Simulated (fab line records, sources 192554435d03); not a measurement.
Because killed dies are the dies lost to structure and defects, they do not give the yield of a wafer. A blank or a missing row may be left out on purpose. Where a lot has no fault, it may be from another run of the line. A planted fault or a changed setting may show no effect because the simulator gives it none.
Which tool was responsible? / flow n5 finfet / 10 lots with 30 wafers sampled at 5 steps, on a route of 1938 steps

WHAT THE GAUGES SHOWED, per wafer
N5_BEOL_M4_RC_MEAS_101. Usual: DIBL_N 36.3 mV/V, standard deviation 1.4; DIBL_P 35.7 mV/V, standard deviation 1.5; IOFF_N 0.155 nA/um, standard deviation 0.022; IOFF_P 0.204 nA/um, standard deviation 0.027; ION_N 671 uA/um, standard deviation 9; ION_P 459 uA/um, standard deviation 6.2; SS_N 71.5 mV/dec, standard deviation 0.54; SS_P 73.1 mV/dec, standard deviation 0.56; VT_N 250.2 mV, standard deviation 2.6; VT_P -251 mV, standard deviation 3.3.
lot=L750; measured=day 8 18:48; on=prober-01; DIBL_N (mV/V)=35.3 35.4 34.2; DIBL_P (mV/V)=35.6 35.4 33.7; IOFF_N (nA/um)=0.162 0.156 0.144; IOFF_P (nA/um)=0.216 0.221 0.187; ION_N (uA/um)=677 663 671; ION_P (uA/um)=466 462 457; SS_N (mV/dec)=71.7 71.7 70.8; SS_P (mV/dec)=73.3 73.4 72.3; VT_N (mV)=247.9 249.2 250.9; VT_P (mV)=-248 -249 -251; flag=
lot=L751; measured=day 8 21:08; on=prober-02; DIBL_N (mV/V)=35.0 36.4 38.2; DIBL_P (mV/V)=34.9 36.8 38.8; IOFF_N (nA/um)=0.137 0.176 0.212; IOFF_P (nA/um)=0.171 0.195 0.222; ION_N (uA/um)=663 682 686; ION_P (uA/um)=453 464 456; SS_N (mV/dec)=70.7 71.5 71.1; SS_P (mV/dec)=72.3 73.4 73.6; VT_N (mV)=250.8 245.6 243.2; VT_P (mV)=-255 -254 -252; flag=
lot=L753; measured=day 9 00:10; on=prober-01; DIBL_N (mV/V)=37.8 35.7 36.8; DIBL_P (mV/V)=37.2 35.6 37.0; IOFF_N (nA/um)=0.193 0.148 0.185; IOFF_P (nA/um)=0.243 0.210 0.239; ION_N (uA/um)=674 670 691; ION_P (uA/um)=465 464 470; SS_N (mV/dec)=71.1 70.6 71.4; SS_P (mV/dec)=74.0 73.3 73.5; VT_N (mV)=246.9 250.1 247.2; VT_P (mV)=-246 -248 -246; flag=
lot=L755; measured=day 9 20:37; on=prober-01; DIBL_N (mV/V)=35.3 36.1 36.7; DIBL_P (mV/V)=35.5 35.9 35.6; IOFF_N (nA/um)=0.133 0.149 0.151; IOFF_P (nA/um)=0.177 0.185 0.174; ION_N (uA/um)=677 661 668; ION_P (uA/um)=462 451 447; SS_N (mV/dec)=70.9 71.3 71.6; SS_P (mV/dec)=72.4 73.4 72.5; VT_N (mV)=253.2 251.9 252.9; VT_P (mV)=-255 -255 -258; flag=
lot=L760; measured=day 11 16:56; on=prober-01; DIBL_N (mV/V)=35.5 35.8 34.5; DIBL_P (mV/V)=37.0 36.9 36.1; IOFF_N (nA/um)=0.149 0.160 0.144; IOFF_P (nA/um)=0.189 0.193 0.182; ION_N (uA/um)=677 672 668; ION_P (uA/um)=458 457 454; SS_N (mV/dec)=71.5 71.5 71.3; SS_P (mV/dec)=73.8 72.9 73.4; VT_N (mV)=249.4 250.1 250.6; VT_P (mV)=-251 -254 -250; flag=
lot=L762; measured=day 11 13:34; on=prober-01; DIBL_N (mV/V)=36.8 36.0 35.6; DIBL_P (mV/V)=34.0 33.6 33.8; IOFF_N (nA/um)=0.151 0.138 0.136; IOFF_P (nA/um)=0.169 0.161 0.166; ION_N (uA/um)=666 667 671; ION_P (uA/um)=454 451 457; SS_N (mV/dec)=71.4 71.5 71.4; SS_P (mV/dec)=72.9 72.5 73.1; VT_N (mV)=248.8 253.7 252.2; VT_P (mV)=-257 -254 -256; flag=
lot=L764; measured=day 11 22:47; on=prober-01; DIBL_N (mV/V)=34.9 36.1 35.9; DIBL_P (mV/V)=35.8 37.2 37.0; IOFF_N (nA/um)=0.145 0.155 0.153; IOFF_P (nA/um)=0.190 0.208 0.198; ION_N (uA/um)=661 665 667; ION_P (uA/um)=450 454 455; SS_N (mV/dec)=70.1 71.3 72.1; SS_P (mV/dec)=73.0 73.4 73.4; VT_N (mV)=249.7 249.4 251.5; VT_P (mV)=-254 -252 -255; flag=
lot=L766; measured=day 12 10:29; on=prober-01; DIBL_N (mV/V)=34.1 35.0 35.4; DIBL_P (mV/V)=33.5 34.6 34.6; IOFF_N (nA/um)=0.119 0.131 0.138; IOFF_P (nA/um)=0.174 0.185 0.192; ION_N (uA/um)=666 664 677; ION_P (uA/um)=457 457 462; SS_N (mV/dec)=71.0 71.2 71.6; SS_P (mV/dec)=72.7 72.9 73.0; VT_N (mV)=253.2 252.5 250.7; VT_P (mV)=-252 -251 -251; flag=
lot=L767; measured=day 12 20:58; on=prober-02; DIBL_N (mV/V)=36.2 36.3 35.9; DIBL_P (mV/V)=36.8 36.8 36.0; IOFF_N (nA/um)=0.153 0.158 0.143; IOFF_P (nA/um)=0.207 0.213 0.194; ION_N (uA/um)=675 671 663; ION_P (uA/um)=466 460 457; SS_N (mV/dec)=71.5 71.3 71.1; SS_P (mV/dec)=72.7 73.0 72.4; VT_N (mV)=250.7 251.5 253.7; VT_P (mV)=-250 -249 -251; flag=
lot=L768; measured=day 13 05:38; on=prober-01; DIBL_N (mV/V)=36.0 34.7 37.8; DIBL_P (mV/V)=35.2 33.2 37.7; IOFF_N (nA/um)=0.143 0.120 0.188; IOFF_P (nA/um)=0.185 0.159 0.224; ION_N (uA/um)=674 655 682; ION_P (uA/um)=459 450 464; SS_N (mV/dec)=71.3 72.0 71.5; SS_P (mV/dec)=72.9 72.7 73.9; VT_N (mV)=252.5 253.5 245.5; VT_P (mV)=-254 -254 -251; flag=

EACH LOT AND THE TOOL THAT RAN IT (in order: tool; ch and the chambers of the sampled wafers; start)
lot=L750; N5_FIN_CUT_PRECLEAN_35=vapor etch-01 ch 0,1, day 2 15:49; N5_FIN_CUT_CUT_ETCH_15=rie si-02 ch 1,2, day 2 15:53; N5_STI_FIN_REVEAL_ALD_14=ald sin-03 ch 0,2, day 2 16:16; N5_STI_FIN_REVEAL_CMP_04=cmp-03 ch 1,2,3, day 2 21:57
lot=L751; N5_FIN_CUT_PRECLEAN_35=vapor etch-01 ch 0,1, day 2 21:49; N5_FIN_CUT_CUT_ETCH_15=rie si-01 ch 0,1,2, day 2 21:54; N5_STI_FIN_REVEAL_ALD_14=ald sin-01 ch 1,2,3, day 2 22:31; N5_STI_FIN_REVEAL_CMP_04=cmp-03 ch 0,1, day 3 04:10
lot=L753; N5_FIN_CUT_PRECLEAN_35=vapor etch-02 ch 1, day 3 09:08; N5_FIN_CUT_CUT_ETCH_15=rie si-02 ch 0,1,3, day 3 09:13; N5_STI_FIN_REVEAL_ALD_14=ald sin-01 ch 1,2,3, day 3 10:25; N5_STI_FIN_REVEAL_CMP_04=cmp-02 ch 0,1, day 3 15:29
lot=L755; N5_FIN_CUT_PRECLEAN_35=vapor etch-01 ch 0,1, day 3 21:34; N5_FIN_CUT_CUT_ETCH_15=rie si-02 ch 0,1, day 3 21:38; N5_STI_FIN_REVEAL_ALD_14=ald sin-01 ch 1,2, day 3 22:01; N5_STI_FIN_REVEAL_CMP_04=cmp-03 ch 1,2,3, day 4 03:39
lot=L760; N5_FIN_CUT_PRECLEAN_35=vapor etch-01 ch 0,1, day 5 10:21; N5_FIN_CUT_CUT_ETCH_15=rie si-02 ch 1,2,3, day 5 10:26; N5_STI_FIN_REVEAL_ALD_14=ald sin-03 ch 0,1,2, day 5 10:48; N5_STI_FIN_REVEAL_CMP_04=cmp-03 ch 0,1,3, day 5 16:38
lot=L762; N5_FIN_CUT_PRECLEAN_35=vapor etch-01 ch 0,1, day 5 17:19; N5_FIN_CUT_CUT_ETCH_15=rie si-02 ch 0,3, day 5 17:23; N5_STI_FIN_REVEAL_ALD_14=ald sin-03 ch 0,1,2, day 5 18:07; N5_STI_FIN_REVEAL_CMP_04=cmp-03 ch 0,1, day 5 23:11
lot=L764; N5_FIN_CUT_PRECLEAN_35=vapor etch-01 ch 0,1, day 6 03:48; N5_FIN_CUT_CUT_ETCH_15=rie si-02 ch 1,3, day 6 03:53; N5_STI_FIN_REVEAL_ALD_14=ald sin-01 ch 0,1,2, day 6 04:34; N5_STI_FIN_REVEAL_CMP_04=cmp-03 ch 1,2,3, day 6 09:41
lot=L766; N5_FIN_CUT_PRECLEAN_35=vapor etch-02 ch 0,1, day 6 14:41; N5_FIN_CUT_CUT_ETCH_15=rie si-02 ch 0,1, day 6 14:46; N5_STI_FIN_REVEAL_ALD_14=ald sin-01 ch 0,1,3, day 6 15:51; N5_STI_FIN_REVEAL_CMP_04=cmp-03 ch 0,1,2, day 6 21:14
lot=L767; N5_FIN_CUT_PRECLEAN_35=vapor etch-02 ch 0,1, day 6 21:13; N5_FIN_CUT_CUT_ETCH_15=rie si-01 ch 1,2,3, day 6 21:18; N5_STI_FIN_REVEAL_ALD_14=ald sin-01 ch 1,2, day 6 23:05; N5_STI_FIN_REVEAL_CMP_04=cmp-03 ch 0,1,3, day 7 04:13
lot=L768; N5_FIN_CUT_PRECLEAN_35=vapor etch-02 ch 0,1, day 7 05:52; N5_FIN_CUT_CUT_ETCH_15=rie si-03 ch 1,2, day 7 05:57; N5_STI_FIN_REVEAL_ALD_14=ald sin-03 ch 1,2,3, day 7 08:11; N5_STI_FIN_REVEAL_CMP_04=cmp-02 ch 1,2,3, day 7 13:22
- N5_FIN_CUT_PRECLEAN_35: cleans in vHF, time 13.3 s.
- N5_FIN_CUT_CUT_ETCH_15: etches Si in HBr/Cl2/O2, target depth 100 nm, bt time 10 s, time 42.4 s.
- N5_STI_FIN_REVEAL_ALD_14: deposits Si3N4, target thk 3 nm.
- N5_STI_FIN_REVEAL_CMP_04: polishes, stops on Si3N4, t overpolish 4 s, target thk 131.83 nm.

WHAT THE TOOLS THEMSELVES READ (means of the sampled wafers that have a number; where no wafer has one, the mark that the record gives instead)
N5_FIN_CUT_PRECLEAN_35. Usual: drypump motor current A at 6.18 A, with a standard deviation of 0.29.
lot=L750; tool=vapor etch-01; drypump motor current A (A)=6.47; flag=
lot=L751; tool=vapor etch-01; drypump motor current A (A)=6.48; flag=
lot=L753; tool=vapor etch-02; drypump motor current A (A)=6.15; flag=
lot=L755; tool=vapor etch-01; drypump motor current A (A)=6.49; flag=
lot=L760; tool=vapor etch-01; drypump motor current A (A)=6.30; flag=
lot=L762; tool=vapor etch-01; drypump motor current A (A)=6.47; flag=
lot=L764; tool=vapor etch-01; drypump motor current A (A)=6.45; flag=
lot=L766; tool=vapor etch-02; drypump motor current A (A)=6.05; flag=
lot=L767; tool=vapor etch-02; drypump motor current A (A)=5.94; flag=
lot=L768; tool=vapor etch-02; drypump motor current A (A)=6.05; flag=

N5_FIN_CUT_CUT_ETCH_15. Usual: drypump motor current A 5.66 A, standard deviation 0.28; mfc cl2 sccm 80.02 sccm, standard deviation 0.24; oes product au 0.997 a.u., standard deviation 0.015; throttle valve pct 37.29 %, standard deviation 0.18.
lot=L750; tool=rie si-02; drypump motor current A (A)=5.81; mfc cl2 sccm (sccm)=80.08; oes product au (a.u.)=0.981; throttle valve pct (%)=37.32; flag=
lot=L751; tool=rie si-01; drypump motor current A (A)=5.64; mfc cl2 sccm (sccm)=80.06; oes product au (a.u.)=1.006; throttle valve pct (%)=37.18; flag=
lot=L753; tool=rie si-02; drypump motor current A (A)=5.56; mfc cl2 sccm (sccm)=79.99; oes product au (a.u.)=1.005; throttle valve pct (%)=37.23; flag=
lot=L755; tool=rie si-02; drypump motor current A (A)=5.31; mfc cl2 sccm (sccm)=79.97; oes product au (a.u.)=1.009; throttle valve pct (%)=37.31; flag=
lot=L760; tool=rie si-02; drypump motor current A (A)=5.81; mfc cl2 sccm (sccm)=79.87; oes product au (a.u.)=0.986; throttle valve pct (%)=37.24; flag=
lot=L762; tool=rie si-02; drypump motor current A (A)=5.48; mfc cl2 sccm (sccm)=80.03; oes product au (a.u.)=1.010; throttle valve pct (%)=37.39; flag=
lot=L764; tool=rie si-02; drypump motor current A (A)=5.68; mfc cl2 sccm (sccm)=80.11; oes product au (a.u.)=0.996; throttle valve pct (%)=37.07; flag=
lot=L766; tool=rie si-02; drypump motor current A (A)=5.40; mfc cl2 sccm (sccm)=80.19; oes product au (a.u.)=0.998; throttle valve pct (%)=37.16; flag=
lot=L767; tool=rie si-01; drypump motor current A (A)=5.75; mfc cl2 sccm (sccm)=80.05; oes product au (a.u.)=0.993; throttle valve pct (%)=37.31; flag=
lot=L768; tool=rie si-03; drypump motor current A (A)=5.45; mfc cl2 sccm (sccm)=80.11; oes product au (a.u.)=1.008; throttle valve pct (%)=37.30; flag=

N5_STI_FIN_REVEAL_ALD_14. Usual: heater power w at 858 W, with a standard deviation of 140.
lot=L750; tool=ald sin-03; heater power w (W)=907; flag=
lot=L751; tool=ald sin-01; heater power w (W)=903; flag=
lot=L753; tool=ald sin-01; heater power w (W)=892; flag=
lot=L755; tool=ald sin-01; heater power w (W)=771; flag=
lot=L760; tool=ald sin-03; heater power w (W)=916; flag=
lot=L762; tool=ald sin-03; heater power w (W)=909; flag=
lot=L764; tool=ald sin-01; heater power w (W)=748; flag=
lot=L766; tool=ald sin-01; heater power w (W)=881; flag=
lot=L767; tool=ald sin-01; heater power w (W)=764; flag=
lot=L768; tool=ald sin-03; heater power w (W)=865; flag=

N5_STI_FIN_REVEAL_CMP_04. Usual: motor current A 8.0 A, standard deviation 0.73; overpolish run s 4.001 s, standard deviation 0.0092; time to endpoint s 104 s, standard deviation 4.7.
lot=L750; tool=cmp-03; motor current A (A)=8.1; overpolish run s (s)=3.996; time to endpoint s (s)=98; flag=
lot=L751; tool=cmp-03; motor current A (A)=8.8; overpolish run s (s)=4.002; time to endpoint s (s)=99; flag=
lot=L753; tool=cmp-02; motor current A (A)=8.6; overpolish run s (s)=4.001; time to endpoint s (s)=103; flag=
lot=L755; tool=cmp-03; motor current A (A)=7.9; overpolish run s (s)=4.004; time to endpoint s (s)=95; flag=
lot=L760; tool=cmp-03; motor current A (A)=8.2; overpolish run s (s)=3.992; time to endpoint s (s)=103; flag=
lot=L762; tool=cmp-03; motor current A (A)=8.9; overpolish run s (s)=3.993; time to endpoint s (s)=103; flag=
lot=L764; tool=cmp-03; motor current A (A)=7.8; overpolish run s (s)=4.010; time to endpoint s (s)=106; flag=
lot=L766; tool=cmp-03; motor current A (A)=8.2; overpolish run s (s)=4.001; time to endpoint s (s)=107; flag=
lot=L767; tool=cmp-03; motor current A (A)=8.1; overpolish run s (s)=3.997; time to endpoint s (s)=105; flag=
lot=L768; tool=cmp-02; motor current A (A)=8.0; overpolish run s (s)=4.007; time to endpoint s (s)=108; flag=

THE ANSWER, worked out from the rows above alone
Rule: a lot is off if the mean of its wafers that have a number lies more than 3 standard deviations from the usual mean. Also off: a lot with no number at a reading for which 4 or more lots have one. Any other lot the step has rows for is counted as sound. First the gauges in route order, then the tools' own readings, where a lot's mean is used as printed above. At the first step where some lot is off, the reading lying furthest off is the one used; lots without a number count as furthest.
Across all readings shown, no lot is off: no conclusion can be drawn from this.

WHAT THE SIMULATOR HAD PUT IN
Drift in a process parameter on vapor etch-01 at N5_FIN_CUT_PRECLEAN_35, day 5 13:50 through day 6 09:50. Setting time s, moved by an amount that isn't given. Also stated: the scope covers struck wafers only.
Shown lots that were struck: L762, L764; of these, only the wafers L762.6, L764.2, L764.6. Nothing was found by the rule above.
